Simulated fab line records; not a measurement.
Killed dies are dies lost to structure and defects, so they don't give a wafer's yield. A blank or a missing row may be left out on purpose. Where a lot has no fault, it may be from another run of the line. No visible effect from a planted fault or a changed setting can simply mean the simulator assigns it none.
Lot-split experiment || flow n5Finfet || route with 1938 steps; 7 lots, 21 wafers read

## THE SPLIT ITSELF
At N5_WELL_APT_COAT_02 (resist thk 950 nm), the setting spinRpm was moved away from the recipe's 1357 rpm on 7 of the 21 wafers read, by -8.1% to +9.4%. For the rest of the wafers, this setting stayed at what the recipe calls for.

The split's own step is where the reading is taken.

## THE READING
coat_of_WELL_APT_COAT_02.thkNm (the simulator's own value, which no gauge read), in nm, at N5_WELL_APT_COAT_02 (resist thk 950 nm). The file gives no usual value for it. Average 951.1 nm, standard deviation 2.4 nm, over the 14 wafers here run with the recipe.

{"wafer": "L077.1", "tool, chamber at the split": "lithoTrack-05, 0", "spinRpm as run, rpm": 1357, "against the recipe": "recipe", "coat_of_WELL_APT_COAT_02.thkNm, nm": 947.9, "against lot-mates on the recipe": "-"}
{"wafer": "L077.4", "tool, chamber at the split": "lithoTrack-05, 0", "spinRpm as run, rpm": 1357, "against the recipe": "recipe", "coat_of_WELL_APT_COAT_02.thkNm, nm": 951, "against lot-mates on the recipe": "-"}
{"wafer": "L077.5", "tool, chamber at the split": "lithoTrack-05, 0", "spinRpm as run, rpm": 1357, "against the recipe": "recipe", "coat_of_WELL_APT_COAT_02.thkNm, nm": 953, "against lot-mates on the recipe": "-"}
{"wafer": "L081.1", "tool, chamber at the split": "lithoTrack-04, 0", "spinRpm as run, rpm": 1306, "against the recipe": "-3.8%", "coat_of_WELL_APT_COAT_02.thkNm, nm": 969.3, "against lot-mates on the recipe": "+18.4"}
{"wafer": "L081.3", "tool, chamber at the split": "lithoTrack-04, 0", "spinRpm as run, rpm": 1357, "against the recipe": "recipe", "coat_of_WELL_APT_COAT_02.thkNm, nm": 950.9, "against lot-mates on the recipe": "-"}
{"wafer": "L081.6", "tool, chamber at the split": "lithoTrack-04, 0", "spinRpm as run, rpm": 1306, "against the recipe": "-3.8%", "coat_of_WELL_APT_COAT_02.thkNm, nm": 968.7, "against lot-mates on the recipe": "+17.8"}
{"wafer": "L083.1", "tool, chamber at the split": "lithoTrack-05, 0", "spinRpm as run, rpm": 1357, "against the recipe": "recipe", "coat_of_WELL_APT_COAT_02.thkNm, nm": 949.5, "against lot-mates on the recipe": "-"}
{"wafer": "L083.2", "tool, chamber at the split": "lithoTrack-05, 0", "spinRpm as run, rpm": 1410, "against the recipe": "+3.9%", "coat_of_WELL_APT_COAT_02.thkNm, nm": 932.2, "against lot-mates on the recipe": -16.9}
{"wafer": "L083.4", "tool, chamber at the split": "lithoTrack-05, 0", "spinRpm as run, rpm": 1357, "against the recipe": "recipe", "coat_of_WELL_APT_COAT_02.thkNm, nm": 948.7, "against lot-mates on the recipe": "-"}
{"wafer": "L084.1", "tool, chamber at the split": "lithoTrack-02, 0", "spinRpm as run, rpm": 1415, "against the recipe": "+4.3%", "coat_of_WELL_APT_COAT_02.thkNm, nm": 929.8, "against lot-mates on the recipe": -19.0}
{"wafer": "L084.4", "tool, chamber at the split": "lithoTrack-02, 0", "spinRpm as run, rpm": 1357, "against the recipe": "recipe", "coat_of_WELL_APT_COAT_02.thkNm, nm": 948.6, "against lot-mates on the recipe": "-"}
{"wafer": "L084.6", "tool, chamber at the split": "lithoTrack-02, 0", "spinRpm as run, rpm": 1357, "against the recipe": "recipe", "coat_of_WELL_APT_COAT_02.thkNm, nm": 948.9, "against lot-mates on the recipe": "-"}
{"wafer": "L089.3", "tool, chamber at the split": "lithoTrack-04, 0", "spinRpm as run, rpm": 1357, "against the recipe": "recipe", "coat_of_WELL_APT_COAT_02.thkNm, nm": 950.1, "against lot-mates on the recipe": "-"}
{"wafer": "L089.4", "tool, chamber at the split": "lithoTrack-04, 0", "spinRpm as run, rpm": 1484, "against the recipe": "+9.4%", "coat_of_WELL_APT_COAT_02.thkNm, nm": 907.5, "against lot-mates on the recipe": -44.2}
{"wafer": "L089.5", "tool, chamber at the split": "lithoTrack-04, 0", "spinRpm as run, rpm": 1357, "against the recipe": "recipe", "coat_of_WELL_APT_COAT_02.thkNm, nm": 953.3, "against lot-mates on the recipe": "-"}
{"wafer": "L093.1", "tool, chamber at the split": "lithoTrack-05, 0", "spinRpm as run, rpm": 1357, "against the recipe": "recipe", "coat_of_WELL_APT_COAT_02.thkNm, nm": 950.6, "against lot-mates on the recipe": "-"}
{"wafer": "L093.5", "tool, chamber at the split": "lithoTrack-05, 0", "spinRpm as run, rpm": 1357, "against the recipe": "recipe", "coat_of_WELL_APT_COAT_02.thkNm, nm": 953, "against lot-mates on the recipe": "-"}
{"wafer": "L093.6", "tool, chamber at the split": "lithoTrack-05, 0", "spinRpm as run, rpm": 1247, "against the recipe": "-8.1%", "coat_of_WELL_APT_COAT_02.thkNm, nm": 992.9, "against lot-mates on the recipe": "+41.1"}
{"wafer": "L095.4", "tool, chamber at the split": "lithoTrack-05, 0", "spinRpm as run, rpm": 1357, "against the recipe": "recipe", "coat_of_WELL_APT_COAT_02.thkNm, nm": 957.2, "against lot-mates on the recipe": "-"}
{"wafer": "L095.5", "tool, chamber at the split": "lithoTrack-05, 0", "spinRpm as run, rpm": 1439, "against the recipe": "+6.0%", "coat_of_WELL_APT_COAT_02.thkNm, nm": 924.7, "against lot-mates on the recipe": -30.0}
{"wafer": "L095.6", "tool, chamber at the split": "lithoTrack-05, 0", "spinRpm as run, rpm": 1357, "against the recipe": "recipe", "coat_of_WELL_APT_COAT_02.thkNm, nm": 952.1, "against lot-mates on the recipe": "-"}

THE FIT
A straight line over all 21 wafers: coat_of_WELL_APT_COAT_02.thkNm changes by -4.8 nm for each +1% of spinRpm; r = -0.99; the points scatter about the line by 2.3 nm.
The same after taking each lot's own level away (the mean of its wafers on the recipe; 21 wafers): -4.82 nm for each +1%; r = -1.00; scatter 1.5 nm.
That fit puts the effect of the largest move of spinRpm on the reading at 45 nm.
The span of the lots' own levels, 948.75 to 954.65 nm, comes to 2.4 times the standard deviation stated above.
The two slopes are in agreement: the lot-to-lot level therefore moves the slope only a little.
Check: with one of the wafers moved furthest among these (+9.4%) left out of the fit, the line predicts -45.2 nm for it against its lot-mates. Against them it came out at -44.2 nm.

## THE FILE'S OWN FIT
coat_of_WELL_APT_COAT_02.thkNm changes by -4.82 nm for each +1% of spinRpm, r = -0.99.
